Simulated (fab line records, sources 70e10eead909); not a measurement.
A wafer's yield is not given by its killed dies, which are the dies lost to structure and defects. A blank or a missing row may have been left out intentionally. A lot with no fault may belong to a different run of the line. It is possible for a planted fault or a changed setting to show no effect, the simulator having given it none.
fab line records    flow nandHarc
record lots=15  wafers=42  lastDay=32
route steps=1302 shown A_ZERO_WELL@412 A_SOURCE_PLATE@423 A_ONON_D1@430
lots that met no fault: from a run of the same line without faults
startH: start of the lot's first displayed wafer, in hours after the record's first day    waitH: hours from the lot's prior step to this one    " repeats the value in the row above    L1.1+2: a single row standing in for several wafers    - no value, or no start given    * or withheld: withheld    < > ~ a bound
route shown NAME@n: a module of which the file shows steps, and the number in the route of the first    usual: average and standard deviation across the fault-free wafers    same: alike in all rows    chamber/n: place in a boat    sites: each site's reading    _std_site: the values' standard deviation    _edge_site: outer sites' mean less inner sites'    radiusMm: for every site, how far away it sits from the centre of the wafer    mask NAME#n: copy n    behind: the most recent tool/chamber to have shaped the wafer    hold: why the lot went on hold/how many hours it stayed there/how the hold came to an end    device: which transistor (n, p or np) failed to switch    end of line: the tests these same wafers got at the end of their route    a step given without rows: its recipe and nothing more    killed: dies that structure and defects cost at the first sort, which is not the same as the wafer's yield    map: the dies of a wafer, with x for killed, . for not killed, _ for no die there
set.NAME: setting as actually run; set.NAME@STEP: the setting as run at that earlier step    model.NAME: the simulator's own value behind a step, which no gauge read
a sample of lots followed through the steps of the route, with each step as a table and each wafer as a row
services: from which hour (startH, from the record's first day; less than 0 if before it) a tool's chamber was out of use, for how many hours, and why
## steps
# step NHARC_A_ZERO_WELL_INSPECT_17
# usual rawDefectCount=11/5.9
lot.wafer  tool              chamber  startH  waitH  rawDefectCount
L233.1     defectInspect-02  -        151.29  0.2    18
L233.3     "                 -        "       "      16
L233.6     "                 -        "       "      10
L234.3     defectInspect-02  -        161.24  0.1    11
L234.5     "                 -        "       "      9
L234.6     "                 -        "       "      14
L235.1     defectInspect-02  -        174.34  0.2    7
L235.3     "                 -        "       "      4
L235.5     "                 -        "       "      5
L237.1     defectInspect-01  -        194.80  0.2    26
L237.3     "                 -        "       "      16
L237.4     "                 -        "       "      12
L238.1     defectInspect-01  -        200.48  0.2    19
L238.3     "                 -        "       "      15
L238.5     "                 -        "       "      15
L239.1     defectInspect-02  -        205.62  0.2    10
L239.2     "                 -        "       "      16
L239.6     "                 -        "       "      17
L240.1     defectInspect-01  -        217.64  0.2    4
L240.4     "                 -        "       "      8
L240.5     "                 -        "       "      7
L241.4     defectInspect-02  -        232.28  0.1    14
L241.5     "                 -        "       "      8
L241.6     "                 -        "       "      8
L243.1     defectInspect-01  -        247.31  0.2    17
L243.2     "                 -        "       "      18
L243.6     "                 -        "       "      20
L244.2     defectInspect-01  -        263.04  0.1    19
L244.3     "                 -        "       "      11
L244.4     "                 -        "       "      13
L245.1     defectInspect-01  -        282.51  0.2    11
L245.5     "                 -        "       "      13
L245.6     "                 -        "       "      9
L246.1     defectInspect-01  -        283.42  0.2    14
L246.3     "                 -        "       "      15
L246.5     "                 -        "       "      19
L249.2     defectInspect-02  -        312.72  0.1    9
L249.4     "                 -        "       "      11
L250.2     defectInspect-01  -        330.00  0.1    12
L250.5     "                 -        "       "      11
L251.2     defectInspect-01  -        335.70  0.1    12
L251.5     "                 -        "       "      12
# step NHARC_A_SOURCE_PLATE_INSPECT_08
# usual rawDefectCount=60/20
lot.wafer  tool              chamber  startH  waitH  rawDefectCount
L233.1     defectInspect-01  -        171.78  0.0    72
L233.3     "                 -        "       "      54
L233.6     "                 -        "       "      79
L234.3     defectInspect-01  -        182.88  0.0    52
L234.5     "                 -        "       "      38
L234.6     "                 -        "       "      36
L235.1     defectInspect-02  -        196.44  0.0    41
L235.3     "                 -        "       "      26
L235.5     "                 -        "       "      47
L237.1     defectInspect-02  -        215.41  0.0    40
L237.3     "                 -        "       "      53
L237.4     "                 -        "       "      68
L238.1     defectInspect-02  -        222.82  0.0    27
L238.3     "                 -        "       "      74
L238.5     "                 -        "       "      44
L239.1     defectInspect-02  -        222.82  0.0    47
L239.2     "                 -        "       "      56
L239.6     "                 -        "       "      58
L240.1     defectInspect-02  -        238.07  0.0    51
L240.4     "                 -        "       "      85
L240.5     "                 -        "       "      45
L241.4     defectInspect-01  -        253.47  0.0    95
L241.5     "                 -        "       "      136
L241.6     "                 -        "       "      98
L243.1     defectInspect-01  -        268.31  0.1    50
L243.2     "                 -        "       "      52
L243.6     "                 -        "       "      65
L244.2     defectInspect-02  -        283.56  0.0    66
L244.3     "                 -        "       "      64
L244.4     "                 -        "       "      49
L245.1     defectInspect-02  -        302.98  0.0    50
L245.5     "                 -        "       "      33
L245.6     "                 -        "       "      36
L246.1     defectInspect-01  -        302.98  0.0    74
L246.3     "                 -        "       "      79
L246.5     "                 -        "       "      71
L249.2     defectInspect-02  -        333.52  0.0    52
L249.4     "                 -        "       "      63
L250.2     defectInspect-01  -        350.04  0.0    61
L250.5     "                 -        "       "      71
L251.2     defectInspect-02  -        355.95  0.0    54
L251.5     "                 -        "       "      53
# step NHARC_A_ONON_D1_DEP_09
# recipe targetThkA=10000  n2FlowSccm=2750  n2oFlowSccm=2000  nh3FlowSccm=500  sih4FlowSccm=210  tempC=400
# usual n2FlowSccm=2750/9
lot.wafer  tool          chamber  startH  waitH  n2FlowSccm
L233.1     pecvdOnon-01  0        173.55  0.1    2750
L233.3     "             0        "       "      2759
L233.6     "             0        "       "      2761
L234.3     pecvdOnon-01  0        184.76  0.2    2748
L234.5     "             0        "       "      2743
L234.6     "             0        "       "      2747
L235.1     pecvdOnon-03  0        198.21  0.1    2738
L235.3     "             0        "       "      2740
L235.5     "             0        "       "      2734
L237.1     pecvdOnon-04  0        217.18  0.1    2735
L237.3     "             0        "       "      2736
L237.4     "             0        "       "      2742
L238.1     pecvdOnon-04  0        224.58  0.1    2752
L238.3     "             0        "       "      2757
L238.5     "             0        "       "      2759
L239.1     pecvdOnon-01  0        224.59  0.1    2762
L239.2     "             0        "       "      2761
L239.6     "             0        "       "      2755
L240.1     pecvdOnon-01  0        239.83  0.1    2736
L240.4     "             0        "       "      2742
L240.5     "             0        "       "      2732
L241.4     pecvdOnon-03  0        255.40  0.2    2761
L241.5     "             0        "       "      2749
L241.6     "             0        "       "      2743
L243.1     pecvdOnon-03  0        270.07  0.1    2761
L243.2     "             0        "       "      2773
L243.6     "             0        "       "      2756
L244.2     pecvdOnon-03  0        285.40  0.1    2746
L244.3     "             0        "       "      2752
L244.4     "             0        "       "      2751
L245.1     pecvdOnon-04  0        304.75  0.1    2753
L245.5     "             0        "       "      2750
L245.6     "             0        "       "      2748
L246.1     pecvdOnon-03  0        304.75  0.1    2750
L246.3     "             0        "       "      2756
L246.5     "             0        "       "      2742
L249.2     pecvdOnon-03  0        335.34  0.1    2760
L249.4     "             0        "       "      2757
L250.2     pecvdOnon-03  0        351.86  0.1    2744
L250.5     "             0        "       "      2745
L251.2     pecvdOnon-03  0        357.78  0.1    2753
L251.5     "             0        "       "      2745
# step NHARC_A_ONON_D1_THK_MEAS_11
# recipe thkMeasGauge=ellipsometry
# usual thkNm=998/9.2
lot.wafer  tool          chamber  startH  waitH  thkNm
L233.1     filmMetro-01  -        174.06  -      994
L233.3     "             -        "       "      995
L233.6     "             -        "       "      992
L234.3     filmMetro-01  -        185.15  -      1000
L234.5     "             -        "       "      1001
L234.6     "             -        "       "      1000
L235.1     filmMetro-01  -        198.72  -      983
L235.3     "             -        "       "      980
L235.5     "             -        "       "      982
L237.1     filmMetro-01  -        217.69  -      1001
L237.3     "             -        "       "      1001
L237.4     "             -        "       "      1001
L238.1     filmMetro-02  -        225.10  -      991
L238.3     "             -        "       "      991
L238.5     "             -        "       "      991
L239.1     filmMetro-01  -        225.10  -      1003
L239.2     "             -        "       "      999
L239.6     "             -        "       "      1002
L240.1     filmMetro-01  -        240.34  -      1018
L240.4     "             -        "       "      1016
L240.5     "             -        "       "      1018
L241.4     filmMetro-02  -        255.74  -      999
L241.5     "             -        "       "      1001
L241.6     "             -        "       "      1001
L243.1     filmMetro-02  -        270.59  -      998
L243.2     "             -        "       "      999
L243.6     "             -        "       "      999
L244.2     filmMetro-01  -        285.85  -      999
L244.3     "             -        "       "      1002
L244.4     "             -        "       "      1000
L245.1     filmMetro-02  -        305.26  -      1008
L245.5     "             -        "       "      1008
L245.6     "             -        "       "      1011
L246.1     filmMetro-01  -        305.26  -      1014
L246.3     "             -        "       "      1015
L246.5     "             -        "       "      1015
L249.2     filmMetro-01  -        335.79  -      909
L249.4     "             -        "       "      906
L250.2     filmMetro-02  -        352.31  -      905
L250.5     "             -        "       "      984
L251.2     filmMetro-02  -        358.23  -      925
L251.5     "             -        "       "      1005
## services
tool          chamber  startH  hours  kind
pecvdOnon-03  -        227.29  13.0   pm
pecvdOnon-01  -        269.45  13.0   pm
pecvdOnon-04  -        311.45  13.0   pm
## key
firstSign step=NHARC_A_ONON_D1_THK_MEAS_11  reading=thkNm  direction=down  sigmas=9.5  usual=998  struck=911
effect none on later readings
metAt NHARC_A_ONON_D1_DEP_09
struckLots L249,L250,L251
struckWafers L249.2,L249.4,L250.2,L251.2
laterRowsLeftOut L249.2,L249.4,L250.2,L251.2
sortLeftOut L249.2,L249.4,L250.2,L251.2
testerLeftOut L249,L250,L251
notActingAt NHARC_A_ZERO_WELL_INSPECT_17,NHARC_A_SOURCE_PLATE_INSPECT_08
onsetBetween 304.75 335.34
fault kind=processParameterDrift  tool=pecvdOnon-03  chamber=-  onsetH=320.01  steps=NHARC_A_ONON_D1_DEP_09  channel=targetThkA  offset=*  shape=step  endH=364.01  scope=struckWafersOnly  actsIn=*  stated=*
# testerLeftOut: of these lots the tester's yield and bins aren't shown, on N5 and GAA mostly nor the transistor test; their killed dies are dies lost to structure and defects alone, not to doping, threshold or leakage, so they don't give the yield
# sortLeftOut: the simulated sort isn't trusted on such a fault, so these wafers' sort isn't shown, and their yield isn't known
# laterRowsLeftOut: the simulator's readings of these wafers behind a module that went badly wrong aren't trusted and aren't shown, but for the sort
